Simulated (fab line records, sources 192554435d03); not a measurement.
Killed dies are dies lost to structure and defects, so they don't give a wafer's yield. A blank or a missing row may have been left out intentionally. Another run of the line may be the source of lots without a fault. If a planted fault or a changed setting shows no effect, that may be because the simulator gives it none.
Lot-split experiment ; flow n5Finfet ; 7 lots, 21 wafers read, on a route of 1938 steps

THE SPLIT
At N5_BEOL_M5_ETCH_62 (etches SOC in N2/H2, target depth 75 nm, overetch 15 nm, time 112.5 s), the setting sourceW was moved away from the recipe's 840 W on 6 of the 21 wafers read, by -5.9% to +14.1%. This setting was run at the recipe's value on the other wafers.

The reading comes from the split's own step.

THE READING
rfVppV, in V, at N5_BEOL_M5_ETCH_62 (etches SOC in N2/H2, target depth 75 nm, overetch 15 nm, time 112.5 s). Fault-free wafers of this fab line usually give 523.1 V, standard deviation 2.3 V.

wafer;tool, chamber at the split;sourceW as run, W;against the recipe;rfVppV, V;against lot-mates on the recipe
L082.2;rieDiel-02, 0;840;recipe;522.7;-
L082.4;rieDiel-02, 1;840;recipe;523.1;-
L082.6;rieDiel-02, 1;840;recipe;521.2;-
L081.1;rieDiel-02, 1;840;recipe;522.4;-
L081.2;rieDiel-02, 2;840;recipe;522.6;-
L081.3;rieDiel-02, 0;790.7;-5.9%;534.6;+12.1
L083.3;rieDiel-04, 0;840;recipe;521.5;-
L083.4;rieDiel-04, 3;956.7;+13.9%;504.7;-19.7
L083.6;rieDiel-04, 2;840;recipe;527.3;-
L087.1;rieDiel-06, 3;840;recipe;521.9;-
L087.2;rieDiel-06, 2;840;recipe;526.1;-
L087.3;rieDiel-06, 0;840;recipe;521.8;-
L088.1;rieDiel-06, 0;886.5;+5.5%;511.8;-14.1
L088.4;rieDiel-06, 0;886.5;+5.5%;512.7;-13.2
L088.6;rieDiel-06, 2;840;recipe;525.9;-
L086.1;rieDiel-02, 2;840;recipe;523.7;-
L086.2;rieDiel-02, 3;958.6;+14.1%;497.3;-25.0
L086.3;rieDiel-02, 1;840;recipe;520.9;-
L090.2;rieDiel-06, 0;840;recipe;520.5;-
L090.4;rieDiel-06, 2;945.5;+12.6%;503.6;-16.9
L090.6;rieDiel-06, 3;840;recipe;520.5;-

FIT RESULTS
A straight line over all 21 wafers: rfVppV changes by -1.61 V for each +1% of sourceW; r = -0.97; the points scatter about the line by 2.3 V.
The same after taking each lot's own level away (the mean of its wafers on the recipe; 21 wafers): -1.64 V for each +1%; r = -0.96; scatter 2.4 V.
According to that fit, moving sourceW by its largest amount changes the reading by 23 V.
The span of the lots' own levels, 520.50 to 525.90 V, comes to 2.3 times the standard deviation stated above.
Hence the lot-to-lot level has little effect on the slope; both slopes agree.
Check: for one of the wafers moved furthest among these (+14.1%), held out of the fit, the line's prediction against its lot-mates is -22.4 V. Against them it came out at -25 V.
Tool readings at the split's step, against how far the setting was moved: rfVppV r = -0.97.

OTHER SPLITS APPLIED TO THESE WAFERS
Other splits were also applied to these wafers ahead of the reading. Each is held against what the fit with the lots' levels taken away leaves over:
other split on the same wafers;wafers away from the commonest value;r with rfVppV (lot level and that fit taken away)
N5_BEOL_M5_EXPOSE_08 doseMj;7;-0.04

THE FILE'S OWN FIT
rfVppV changes by -1.6 V for each +1% of sourceW, r = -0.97.
